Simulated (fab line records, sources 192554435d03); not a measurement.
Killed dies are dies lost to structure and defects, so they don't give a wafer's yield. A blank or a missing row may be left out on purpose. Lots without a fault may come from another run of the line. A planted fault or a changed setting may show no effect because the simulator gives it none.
Chamber matching | flow n5_finfet | N5_BEOL_M8_ALD_77 on ald_metal-03: 4 sister chambers
The step deposits TaN, target thk 2 nm, pulse time 2 s, purge time 3 s. 18 wafers are shown with their chamber, then 9 later ones without.

WAFERS WITH THEIR CHAMBER
wafer  | chamber | heater_power_w (W) | chamber_pressure_Torr (Torr) | precursor_vessel_carrier_sccm (sccm)
L075.3 | 3       | 383                | 3.007                        | 998
L075.5 | 1       | 410                | 2.999                        | 1003
L075.6 | 2       | 381                | 3.008                        | 1005
L079.4 | 3       | 376                | 2.997                        | 997
L079.5 | 3       | 384                | 2.997                        | 999
L079.6 | 2       | 378                | 2.986                        | 1003
L083.4 | 2       | 385                | 2.994                        | 998
L083.5 | 1       | 397                | 3.004                        | 998
L083.6 | 2       | 373                | 2.985                        | 1001
L086.2 | 0       | 482                | 2.997                        | 1002
L086.3 | 1       | 404                | 3.001                        | 999
L086.6 | 0       | 498                | 3.001                        | 1004
L088.1 | 0       | 484                | 2.998                        | 998
L088.2 | 1       | 404                | 2.997                        | 1001
L088.4 | 3       | 386                | 2.999                        | 1000
L089.2 | 0       | 477                | 3.003                        | 1000
L089.4 | 1       | 407                | 2.998                        | 998
L089.5 | 0       | 481                | 3.008                        | 999

SIGNATURES (means of the wafers above)
reading                       | chamber 0 | chamber 1 | chamber 2 | chamber 3 | scatter within a chamber
heater_power_w                | 484.40    | 404.40    | 379.25    | 382.25    | 5.88
chamber_pressure_Torr         | 3.00140   | 2.99980   | 2.99325   | 3.00000   | 0.00606
precursor_vessel_carrier_sccm | 1000.60   | 999.80    | 1001.75   | 998.50    | 2.3
Rule: a wafer's distance from a chamber is the root of the sum, over the readings, of the square of ((its reading less the chamber's mean) divided by the reading's scatter). The wafer belongs to the nearest chamber; if the next one is less than 2 further off, it can't be placed. The scatter: the root of (the sum of the squares of (reading less its chamber's mean) over the shown wafers, divided by (wafers less chambers)).

WAFERS WITHOUT THEIR CHAMBER
wafer  | heater_power_w (W) | chamber_pressure_Torr (Torr) | precursor_vessel_carrier_sccm (sccm)
L095.2 | 374                | 3.004                        | 998
L095.3 | 469                | 3.001                        | 1000
L095.4 | 384                | 3.012                        | 1002
L096.2 | 379                | 3.010                        | 1001
L096.3 | 393                | 2.996                        | 998
L096.6 | 468                | 3.005                        | 1005
L097.2 | 479                | 2.989                        | 995
L097.4 | 381                | 3.008                        | 998
L097.6 | 480                | 2.990                        | 1003

WHICH CHAMBER EACH WENT THROUGH
wafer  | from the rows above          | in truth
L095.2 | can't be placed: 3 or 2      | 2
L095.3 | 0                            | 0
L095.4 | can't be placed: 3 or 2 or 1 | 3
L096.2 | can't be placed: 3 or 2      | 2
L096.3 | can't be placed: 3 or 1 or 2 | 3
L096.6 | 0                            | 0
L097.2 | 0                            | 0
L097.4 | can't be placed: 3 or 2      | 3
L097.6 | 0                            | 0
Placed correctly: 4 of 9. Can't be placed from these rows: 5 (the true chamber is among the candidates in 5). Placed wrongly: 0.
